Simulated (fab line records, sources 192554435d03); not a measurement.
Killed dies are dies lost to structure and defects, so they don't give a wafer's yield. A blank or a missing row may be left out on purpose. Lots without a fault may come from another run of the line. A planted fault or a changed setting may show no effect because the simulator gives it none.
Split-lot experiment | flow n5_finfet | 7 lots, 36 wafers read, on a route of 1938 steps

THE SPLIT
At N5_BEOL_M13_TRENCH_ETCH_34 (etches SiOC in C4F8/O2/Ar, target depth 413.47 nm, time 162.6 s), the setting target_depth_a was moved away from the recipe's 4134.7 angstrom on 13 of the 36 wafers read, by -50.6% to +36.8%. The other wafers ran this setting at the recipe's value.

FROM THE SPLIT TO THE READING: what the file shows between them, 10 steps
- N5_BEOL_M13_STRIP_70: strips in C4F8/O2/Ar
- N5_BEOL_M13_OCD_MEAS_35
- N5_BEOL_M13_STRIP_37: strips in N2/H2
- N5_BEOL_M13_ETCH_38: etches SiCN in CF4/N2, target depth 67.5 nm, time 71.9 s
- N5_BEOL_M13_ECD_47: material Cu, target thk 936 nm
- N5_BEOL_M13_ANNEAL_48: time 90 s
- N5_BEOL_M13_CMP_49: polishes, stops on SiOC, t overpolish 17.1 s, target thk 420 nm
- N5_BEOL_M13_THK_MEAS_50: measures by xrf
- N5_BEOL_M13_PRE_CLEAN_52: time 15 s
- N5_BEOL_M13_DEP_53: deposits SiCN from 3MS/NH3, target thk 50 nm, time 17.8 s

THE READING
M13_RS, in ohm/sq, at N5_BEOL_M13_RS_MEAS_54 (measures by four-point-probe). Fault-free wafers of this fab line usually give 0.0450 ohm/sq, standard deviation 0.0008 ohm/sq.

wafer  | tool, chamber at the split | target_depth_a as run, angstrom | against the recipe | M13_RS, ohm/sq | against lot-mates on the recipe
L076.1 | rie_diel-02, 1             | 4134.7                          | recipe             | 0.0449         | -
L076.2 | rie_diel-02, 2             | 4994                            | +20.8%             | 0.0370         | -0.0078
L076.3 | rie_diel-02, 3             | 4134.7                          | recipe             | 0.0445         | -
L076.4 | rie_diel-02, 0             | 4994                            | +20.8%             | 0.0380         | -0.0068
L076.5 | rie_diel-02, 2             | 4994                            | +20.8%             | 0.0370         | -0.0078
L076.6 | rie_diel-02, 1             | 4134.7                          | recipe             | 0.0449         | -
L079.1 | rie_diel-06, 0             | 4134.7                          | recipe             | 0.0449         | -
L079.2 | rie_diel-06, 3             | 5656                            | +36.8%             | 0.0323         | -0.0131
L079.3 | rie_diel-06, 2             | 5656                            | +36.8%             | 0.0331         | -0.0123
L079.4 | rie_diel-06, 1             | 5656                            | +36.8%             | 0.0333         | -0.0121
L079.5 | rie_diel-06, 1             | 4134.7                          | recipe             | 0.0455         | -
L079.6 | rie_diel-06, 2             | 4134.7                          | recipe             | 0.0458         | -
L078.1 | rie_diel-02, 0             | 4134.7                          | recipe             | 0.0454         | -
L078.2 | rie_diel-02, 2             | 4134.7                          | recipe             | 0.0443         | -
L078.5 | rie_diel-02, 3             | 4134.7                          | recipe             | 0.0442         | -
L084.1 | rie_diel-02, 3             | 4134.7                          | recipe             | 0.0450         | -
L084.2 | rie_diel-02, 2             | 2043                            | -50.6%             | 0.0938         | +0.0488
L084.3 | rie_diel-02, 1             | 2043                            | -50.6%             | 0.0935         | +0.0485
L084.4 | rie_diel-02, 0             | 2043                            | -50.6%             | 0.0956         | +0.0506
L084.5 | rie_diel-02, 3             | 4134.7                          | recipe             | 0.0446         | -
L084.6 | rie_diel-02, 2             | 4134.7                          | recipe             | 0.0453         | -
L091.4 | rie_diel-01, 1             | 4134.7                          | recipe             | 0.0451         | -
L091.5 | rie_diel-01, 2             | 4134.7                          | recipe             | 0.0437         | -
L091.6 | rie_diel-01, 3             | 2130                            | -48.5%             | 0.0891         | +0.0447
L089.1 | rie_diel-01, 1             | 4134.7                          | recipe             | 0.0458         | -
L089.2 | rie_diel-01, 3             | 3046                            | -26.3%             | 0.0625         | +0.0169
L089.3 | rie_diel-01, 2             | 4134.7                          | recipe             | 0.0445         | -
L089.4 | rie_diel-01, 0             | 3046                            | -26.3%             | 0.0617         | +0.0161
L089.5 | rie_diel-01, 2             | 3046                            | -26.3%             | 0.0601         | +0.0145
L089.6 | rie_diel-01, 1             | 4134.7                          | recipe             | 0.0464         | -
L095.1 | rie_diel-02, 1             | 4134.7                          | recipe             | 0.0457         | -
L095.2 | rie_diel-02, 3             | 4134.7                          | recipe             | 0.0450         | -
L095.3 | rie_diel-02, 0             | 4134.7                          | recipe             | 0.0463         | -
L095.4 | rie_diel-02, 0             | 4134.7                          | recipe             | 0.0464         | -
L095.5 | rie_diel-02, 3             | 4134.7                          | recipe             | 0.0451         | -
L095.6 | rie_diel-02, 1             | 4134.7                          | recipe             | 0.0453         | -

THE FIT
A straight line over all 36 wafers: M13_RS changes by -0.00071 ohm/sq for each +1% of target_depth_a; r = -0.94; the points scatter about the line by 0.0056 ohm/sq.
The same after taking each lot's own level away (the mean of its wafers on the recipe; 36 wafers): -0.000712 ohm/sq for each +1%; r = -0.94; scatter 0.0057 ohm/sq.
On that fit, the largest move of target_depth_a shifts the reading by 0.036 ohm/sq.
The lots' own levels span 0.04440 to 0.04563 ohm/sq, that is 1.5 times the standard deviation above.
So the lot-to-lot level changes the slope little: the two slopes agree.
Check: with one of the wafers moved furthest among these (-50.6%) left out of the fit, the line predicts +0.0371 ohm/sq for it against its lot-mates. It came out at +0.0488 ohm/sq against them.

THE WHOLE CHAIN: every reading that the file lists as answering this split, in the file's order
step                       | what it does                                                    | reading                                                                       | change (the file's fit)               | r (the file's)
N5_BEOL_M13_TRENCH_ETCH_34 | etches SiOC in C4F8/O2/Ar, target depth 413.47 nm, time 162.6 s | etch.depth_nm (the simulator's own value, which no gauge read)                | +4.19 nm for each +1% of the setting  | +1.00
N5_BEOL_M13_OCD_MEAS_35    |                                                                 | trench_depth_nm                                                               | +4.16 nm for each +1% of the setting  | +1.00
N5_BEOL_M13_CMP_49         | polishes, stops on SiOC, t overpolish 17.1 s, target thk 420 nm | Cu_of_BEOL_M13_ECD_47.thk_nm (the simulator's own value, which no gauge read) | +4.19 nm for each +1% of the setting  | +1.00
N5_BEOL_M13_THK_MEAS_50    | measures by xrf                                                 | M13_THK                                                                       | +4.05 for each +1% of the setting     | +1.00
N5_BEOL_M13_RS_MEAS_54     | measures by four-point-probe                                    | M13_RS                                                                        | -0.000739 for each +1% of the setting | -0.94

THE FILE'S OWN FIT
M13_RS changes by -0.000739 ohm/sq for each +1% of target_depth_a, r = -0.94.
